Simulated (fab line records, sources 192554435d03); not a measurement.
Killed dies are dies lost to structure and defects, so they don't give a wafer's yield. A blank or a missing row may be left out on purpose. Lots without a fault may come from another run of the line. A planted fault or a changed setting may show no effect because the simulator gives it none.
Which tool did it? | flow n5_finfet | 14 lots, 42 wafers sampled, at 4 steps of a route of 1938

WHAT THE GAUGES READ, wafer by wafer
The record holds no reading of a measuring or inspecting step that can be judged against a usual standard deviation.

WHICH TOOL RAN EACH LOT (tool, then ch and the chambers of the sampled wafers, then the start)
lot  | N5_BEOL_M1_ETCH_63                 | N5_BEOL_M1_PEB_26                 | N5_BEOL_M1_DESCUM_33               | N5_BEOL_M1_ETCH_77
L593 | rie_diel-05 ch 1,3, day 6 05:29    | litho_track-01 ch 0, day 6 06:15  | rie_diel-05 ch 0,3, day 6 06:26    | rie_diel-05 ch 0,3, day 6 06:28
L592 | rie_diel-01 ch 2,3, day 6 08:34    | litho_track-04 ch 0, day 6 09:20  | rie_diel-05 ch 0,1, day 6 09:31    | rie_diel-05 ch 0,1, day 6 09:33
L594 | rie_diel-05 ch 0,3, day 6 08:49    | litho_track-01, day 6 09:26       | rie_diel-01 ch 1,2,3, day 6 09:38  | rie_diel-01 ch 1,2,3, day 6 09:40
L595 | rie_diel-05 ch 0,3, day 6 21:45    | litho_track-01, day 6 22:23       | rie_diel-05 ch 0,3, day 6 22:34    | rie_diel-05 ch 0,3, day 6 22:37
L596 | rie_diel-03 ch 0,1,2, day 7 04:55  | litho_track-03, day 7 05:43       | rie_diel-05 ch 1,2,3, day 7 05:54  | rie_diel-05 ch 1,2,3, day 7 05:56
L604 | rie_diel-01 ch 0,3, day 9 08:02    | litho_track-03 ch 0, day 9 08:47  | rie_diel-01 ch 1,2,3, day 9 08:59  | rie_diel-01 ch 1,2,3, day 9 09:01
L606 | rie_diel-03 ch 1,2,3, day 9 15:09  | litho_track-03 ch 0, day 9 15:54  | rie_diel-05 ch 0,1,3, day 9 16:05  | rie_diel-05 ch 0,1,3, day 9 16:08
L608 | rie_diel-03 ch 0,1,3, day 10 01:46 | litho_track-01 ch 0, day 10 02:24 | rie_diel-01 ch 0,1,2, day 10 02:35 | rie_diel-01 ch 0,1,2, day 10 02:37
L610 | rie_diel-03 ch 2,3, day 10 17:05   | litho_track-01 ch 0, day 10 17:49 | rie_diel-03 ch 1,2,3, day 10 18:00 | rie_diel-03 ch 1,2,3, day 10 18:02
L611 | rie_diel-01 ch 1,3, day 11 10:52   | litho_track-03 ch 0, day 11 11:39 | rie_diel-05 ch 1,2, day 11 11:52   | rie_diel-05 ch 1,2, day 11 11:53
L613 | rie_diel-01 ch 0,1,3, day 11 14:48 | litho_track-01 ch 0, day 11 15:28 | rie_diel-01 ch 1,2,3, day 11 15:39 | rie_diel-01 ch 1,2,3, day 11 15:41
L612 | rie_diel-01 ch 0,1, day 11 15:20   | litho_track-03 ch 0, day 11 16:02 | rie_diel-01 ch 0,1,3, day 11 16:23 | rie_diel-01 ch 0,1,3, day 11 16:25
L614 | rie_diel-03 ch 0,1,3, day 11 18:34 | litho_track-01 ch 0, day 11 19:28 | rie_diel-01 ch 0,1,3, day 11 20:17 | rie_diel-01 ch 0,1,3, day 11 20:20
L615 | rie_diel-01 ch 1,2,3, day 11 20:51 | litho_track-01 ch 0, day 11 21:41 | rie_diel-03 ch 0,1, day 11 21:53   | rie_diel-03 ch 0,1, day 11 21:56
- N5_BEOL_M1_ETCH_63: etches SiARC in CF4, target depth 15.6 nm, time 26 s.
- N5_BEOL_M1_PEB_26: peb time 60 s.
- N5_BEOL_M1_DESCUM_33: chemistry O2, time 7 s.
- N5_BEOL_M1_ETCH_77: etches underlayer in N2/H2, target depth 6.5 nm, time 5.2 s.

WHAT THE TOOLS THEMSELVES READ (means of the sampled wafers that have a number; where no wafer has one, the mark that the record gives instead)
N5_BEOL_M1_ETCH_63. Usual: bias_w 36.01 W, standard deviation 0.1; drypump_motor_current_A 5.7 A, standard deviation 0.37; etch_rf_on_time_s 25.9 s, standard deviation 0.37; oes_product_au 0.68 a.u., standard deviation 0.062; rf_vpp_V 184.2 V, standard deviation 1; showerhead_plenum_p_Torr 2.15 Torr, standard deviation 0.042; throttle_valve_pct 15.60 %, standard deviation 0.29.
lot  | tool        | bias_w (W) | drypump_motor_current_A (A) | etch_rf_on_time_s (s) | oes_product_au (a.u.) | rf_vpp_V (V) | showerhead_plenum_p_Torr (Torr) | throttle_valve_pct (%) | flag
L593 | rie_diel-05 | 36.06      | 5.7                         | 25.9                  | 0.67                  | 184.5        | 2.15                            | 16.00                  |
L592 | rie_diel-01 | 35.96      | 5.5                         | 25.5                  | 0.70                  | 183.9        | 2.13                            | 15.42                  |
L594 | rie_diel-05 | 35.86      | 5.5                         | 25.9                  | 0.64                  | 184.2        | 2.13                            | 16.04                  |
L595 | rie_diel-05 | 35.98      | 5.6                         | 26.0                  | 0.61                  | 184.0        | 2.13                            | 16.01                  |
L596 | rie_diel-03 | 35.95      | 6.0                         | 25.9                  | 0.66                  | 184.8        | 2.15                            | 15.49                  |
L604 | rie_diel-01 | 36.00      | 5.4                         | 25.3                  | 0.72                  | 184.4        | 2.16                            | 15.48                  |
L606 | rie_diel-03 | 36.01      | 5.9                         | 26.3                  | 0.67                  | 183.9        | 2.18                            | 15.52                  |
L608 | rie_diel-03 | 36.02      | 6.2                         | 26.3                  | 0.68                  | 183.9        | 2.16                            | 15.45                  |
L610 | rie_diel-03 | 36.06      | 6.0                         | 25.8                  | 0.71                  | 184.8        | 2.16                            | 15.46                  |
L611 | rie_diel-01 | 35.99      | 5.3                         | 25.4                  | 0.77                  | 184.7        | 2.17                            | 15.37                  |
L613 | rie_diel-01 | 35.97      | 5.5                         | 25.7                  | 0.72                  | 184.8        | 2.16                            | 15.49                  |
L612 | rie_diel-01 | 35.94      | 5.7                         | 26.1                  | 0.67                  | 184.3        | 2.15                            | 15.58                  |
L614 | rie_diel-03 | 36.04      | 6.2                         | 26.2                  | 0.67                  | 184.6        | 2.15                            | 15.49                  |
L615 | rie_diel-01 | 36.04      | 5.5                         | 25.9                  | 0.73                  | 183.8        | 2.14                            | 15.41                  |

N5_BEOL_M1_PEB_26. Usual: chill_plate_temp_C 23.00 C, standard deviation 0.11; exhaust_pa 44.8 Pa, standard deviation 0.83; plate_temp_C 99.98 C, standard deviation 0.14.
lot  | tool           | chill_plate_temp_C (C) | exhaust_pa (Pa) | plate_temp_C (C) | flag
L593 | litho_track-01 | 23.11                  | 44.7            | 99.90            |
L592 | litho_track-04 | 23.01                  | 45.6            | 99.88            |
L594 | litho_track-01 | -                      | -               | -                | OFF
L595 | litho_track-01 | -                      | -               | -                | OFF
L596 | litho_track-03 | -                      | -               | -                | OFF
L604 | litho_track-03 | 22.85                  | 44.3            | 99.91            |
L606 | litho_track-03 | 22.92                  | 44.4            | 100.10           |
L608 | litho_track-01 | 22.83                  | 44.6            | 99.78            |
L610 | litho_track-01 | 22.94                  | 45.4            | 100.09           |
L611 | litho_track-03 | 23.00                  | 45.1            | 99.98            |
L613 | litho_track-01 | 23.04                  | 44.9            | 100.23           |
L612 | litho_track-03 | 23.10                  | 45.0            | 99.95            |
L614 | litho_track-01 | 22.97                  | 44.5            | 99.93            |
L615 | litho_track-01 | 23.05                  | 44.0            | 100.03           |

N5_BEOL_M1_DESCUM_33. Usual: drypump_motor_current_A 5.7 A, standard deviation 0.36; oes_product_au 0.80 a.u., standard deviation 0.075; rf_vpp_V 243.2 V, standard deviation 0.97; showerhead_plenum_p_Torr 2.10 Torr, standard deviation 0.039; throttle_valve_pct 20.4 %, standard deviation 0.31.
lot  | tool        | drypump_motor_current_A (A) | oes_product_au (a.u.) | rf_vpp_V (V) | showerhead_plenum_p_Torr (Torr) | throttle_valve_pct (%) | flag
L593 | rie_diel-05 | 5.6                         | 0.73                  | 243.1        | 2.08                            | 20.8                   |
L592 | rie_diel-05 | 5.9                         | 0.75                  | 243.0        | 2.09                            | 20.8                   |
L594 | rie_diel-01 | 5.5                         | 0.81                  | 243.1        | 2.11                            | 20.3                   |
L595 | rie_diel-05 | 5.5                         | 0.74                  | 242.2        | 2.09                            | 20.9                   |
L596 | rie_diel-05 | 5.5                         | 0.83                  | 243.5        | 2.12                            | 20.5                   |
L604 | rie_diel-01 | 5.5                         | 0.90                  | 243.3        | 2.10                            | 20.2                   |
L606 | rie_diel-05 | 5.8                         | 0.74                  | 242.7        | 2.09                            | 20.9                   |
L608 | rie_diel-01 | 5.7                         | 0.81                  | 243.0        | 2.09                            | 20.4                   |
L610 | rie_diel-03 | 6.0                         | 0.78                  | 244.3        | 2.14                            | 20.4                   |
L611 | rie_diel-05 | 5.8                         | 0.81                  | 243.1        | 2.12                            | 20.5                   |
L613 | rie_diel-01 | 5.5                         | 0.86                  | 243.0        | 2.10                            | 20.2                   |
L612 | rie_diel-01 | 5.5                         | 0.84                  | 243.3        | 2.12                            | 20.3                   |
L614 | rie_diel-01 | 5.5                         | 0.83                  | 243.6        | 2.11                            | 20.3                   |
L615 | rie_diel-03 | 6.2                         | 0.74                  | 243.4        | 2.12                            | 20.4                   |

N5_BEOL_M1_ETCH_77. Usual: bias_w 150.0 W, standard deviation 0.49; drypump_motor_current_A 5.7 A, standard deviation 0.36; etch_rf_on_time_s 5.16 s, standard deviation 0.084; oes_product_au 0.69 a.u., standard deviation 0.065; rf_vpp_V 524.2 V, standard deviation 2; showerhead_plenum_p_Torr 2.55 Torr, standard deviation 0.051; throttle_valve_pct 17.8 %, standard deviation 0.31.
lot  | tool        | bias_w (W) | drypump_motor_current_A (A) | etch_rf_on_time_s (s) | oes_product_au (a.u.) | rf_vpp_V (V) | showerhead_plenum_p_Torr (Torr) | throttle_valve_pct (%) | flag
L593 | rie_diel-05 | 150.0      | 5.6                         | 5.20                  | 0.62                  | 523.7        | 2.52                            | 18.1                   |
L592 | rie_diel-05 | 150.1      | 5.9                         | 5.19                  | 0.63                  | 523.8        | 2.53                            | 18.1                   |
L594 | rie_diel-01 | 149.8      | 5.5                         | 5.09                  | 0.69                  | 524.5        | 2.56                            | 17.7                   |
L595 | rie_diel-05 | 149.9      | 5.5                         | 5.15                  | 0.64                  | 523.5        | 2.52                            | 18.2                   |
L596 | rie_diel-05 | 150.0      | 5.5                         | 5.11                  | 0.71                  | 525.6        | 2.56                            | 17.8                   |
L604 | rie_diel-01 | 149.7      | 5.6                         | 5.11                  | 0.76                  | 524.4        | 2.55                            | 17.6                   |
L606 | rie_diel-05 | 149.6      | 5.8                         | 5.20                  | 0.63                  | 522.6        | 2.52                            | 18.2                   |
L608 | rie_diel-01 | 150.2      | 5.7                         | 5.10                  | 0.69                  | 523.8        | 2.53                            | 17.7                   |
L610 | rie_diel-03 | 150.3      | 6.0                         | 5.24                  | 0.67                  | 526.1        | 2.59                            | 17.8                   |
L611 | rie_diel-05 | 149.7      | 5.8                         | 5.22                  | 0.69                  | 524.8        | 2.56                            | 17.9                   |
L613 | rie_diel-01 | 150.0      | 5.5                         | 5.15                  | 0.73                  | 524.5        | 2.54                            | 17.6                   |
L612 | rie_diel-01 | 150.5      | 5.5                         | 5.16                  | 0.71                  | 524.4        | 2.57                            | 17.7                   |
L614 | rie_diel-01 | 150.0      | 5.5                         | 5.14                  | 0.71                  | 523.5        | 2.57                            | 17.8                   |
L615 | rie_diel-03 | 149.9      | 6.2                         | 5.26                  | 0.63                  | 526.6        | 2.58                            | 17.8                   |

THE ANSWER, worked out from the rows above alone
Rule: a lot is off if the mean of its wafers that have a number lies more than 3 standard deviations from the usual mean. A lot without any number at a reading at which 4 lots or more have one is off too. The other lots that the step has rows for count as sound. The gauges are gone through in route order, then the tools' own readings, and for those a lot's mean is taken as printed above. The first step at which some lot is off is used, and at that step the reading that is off furthest; a lot without a number counts as furthest.
Off: L594, L595, L596, at N5_BEOL_M1_PEB_26 (chill_plate_temp_C). Without a number there: L594, L595, L596.
A tool fits if, at that step or a process step before it, it ran every lot that is off, and no sound lot after the first of them. None of those tried fits.

WHAT THE SIMULATOR HAD PUT IN
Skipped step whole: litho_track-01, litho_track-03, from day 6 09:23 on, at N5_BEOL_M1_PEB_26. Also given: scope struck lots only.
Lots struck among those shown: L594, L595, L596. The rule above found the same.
